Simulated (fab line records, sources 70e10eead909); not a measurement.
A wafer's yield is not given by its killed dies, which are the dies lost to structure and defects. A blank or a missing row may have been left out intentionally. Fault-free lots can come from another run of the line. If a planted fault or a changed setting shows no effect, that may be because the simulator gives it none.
A lot that was struck, set against a sound lot | flow nandHarc | 15 out of 1159 route steps
Sound: these wafers, L370.3, L370.4, L370.5. Wafers L377.2, L377.3, L377.4 were the ones struck. Last of all comes the cause.
For every step that has rows: the tool of each side, followed by ch and its chambers, followed by its first start. Under that, the readings that differ: sound wafers | struck wafers | difference of the means | sigmas: that difference in standard deviations of wafers without a fault.
alike: words and numbers the same on both sides, and readings whose means are apart by under 2 such deviations; not compared: readings that were withheld, readings missing a value for some wafer, numbers with overlapping values and no deviation given by the record, and bounds like >300 which may hide the same value.
Wherever a step has rows on one side only, a row that says differs or no value, or a row with sigmas, the two part there. When numbers do not overlap yet have no deviation, they are printed without sigmas and do not part them. A reading that every wafer of one side lacks parts them only if that side has two wafers or more.

NHARC_A_CHANNEL_FILL_D1_ALD_02: deposits SiO2, target thk 6 nm, pulse time 10 s, ald cycles 60.
  sound on aldHk-01 ch 0,3, day 9 09:28; struck on aldHk-01 ch 0,2,3, day 11 03:37
  alike: heaterPowerW, precursorPulseHeightRel
  not compared: sinceWetCleanH
then, 1 step without rows for these wafers: NHARC_A_CHANNEL_FILL_D1_ALD_03 (deposits SiNx, target thk 6 nm, pulse time 60 s, ald cycles 58).
NHARC_A_CHANNEL_FILL_D1_ALD_14: deposits SiO2, target thk 2.5 nm, pulse time 10 s, ald cycles 25.
  sound on aldHk-01 ch 1,3, day 9 16:27; struck on aldHk-01 ch 0,2,3, day 11 10:39
  alike: heaterPowerW, precursorPulseHeightRel
  not compared: sinceWetCleanH
then, 1 step without rows for these wafers: NHARC_A_CHANNEL_FILL_D1_ALD_15 (deposits SiNx, target thk 2 nm, pulse time 60 s, ald cycles 19).
NHARC_A_CHANNEL_FILL_D1_ALD_16: deposits SiO2, target thk 1.5 nm, pulse time 10 s, ald cycles 15.
  sound on aldHk-01 ch 0,1,3, day 9 21:40; struck on aldHk-02 ch 0,1,2, day 11 15:51
  alike: heaterPowerW, precursorPulseHeightRel
  not compared: sinceWetCleanH
then, 2 steps without rows for these wafers: NHARC_A_CHANNEL_FILL_D1_ANNEAL_17 (time 1800 s); NHARC_A_CHANNEL_FILL_D1_CVD_18 (deposits poly-Si, target thk 3 nm).
NHARC_A_CHANNEL_FILL_D1_ETCHBACK_19: etches the open film in HBr/Cl2, target depth 5 nm, time 1.7 s.
  sound on rieSi-01 ch 0,3, day 10 09:15; struck on rieSi-01 ch 0,2,3, day 12 03:43
  alike: drypumpMotorCurrentA, hbrFlowSccm, heBacksideLeakSccm, oesProductAu, throttleValvePct
  not compared: rfHoursCounterH
then, 1 step without rows for these wafers: NHARC_A_CHANNEL_FILL_D1_ETCHBACK_20 (etches the open film in C4F8/O2/Ar, target depth 27 nm, time 13.5 s).
NHARC_A_CHANNEL_FILL_D1_STRIP_28: strips in O2, time 20 s.
  sound on rieDiel-03 ch 1,2, day 10 09:30; struck on rieDiel-13 ch 0,1,2, day 12 03:57
  alike: drypumpMotorCurrentA, oesProductAu, rfVppV, showerheadPlenumPTorr, throttleValvePct
  not compared: rfHoursCounterH
then, 2 steps without rows for these wafers: NHARC_A_CHANNEL_FILL_D1_PRECLEAN_21 (cleans in dHF, time 30 s); NHARC_A_CHANNEL_FILL_D1_SRD_23.
NHARC_A_CHANNEL_FILL_D1_CVD_05: deposits poly-Si, target thk 5 nm.
  sound on lpcvdPoly-03 ch 0, day 10 11:58; struck on lpcvdPoly-01, day 12 06:29
  no value came back on the struck wafers for spikeTcBottomC (C), spikeTcCentreC (C), zonePowerCentrePct (%); on the sound wafers spikeTcBottomC (C) reads 571.7 572.1 572.7
then, 1 step without rows for these wafers: NHARC_A_CHANNEL_FILL_D1_ANNEAL_22 (time 7200 s).
-- record jumps: 10 days between struck wafers' starts before vs after; left off in module A_CHANNEL_FILL_D1, resumes in module END, first step shown is number 1159 of the route --
NHARC_END_SORT_01:
  only the struck wafers appear in the record here, on prober-01 ch 0 at day 22 02:41; the sound ones have no rows

WHERE THEY PART
Earliest at NHARC_A_CHANNEL_FILL_D1_CVD_05; latest, in this record, at NHARC_END_SORT_01.

WHY: what had been put in by the simulator
At NHARC_A_CHANNEL_FILL_D1_CVD_05, the step was skipped entirely on lpcvdPoly-01 from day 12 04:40 on. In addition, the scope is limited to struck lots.
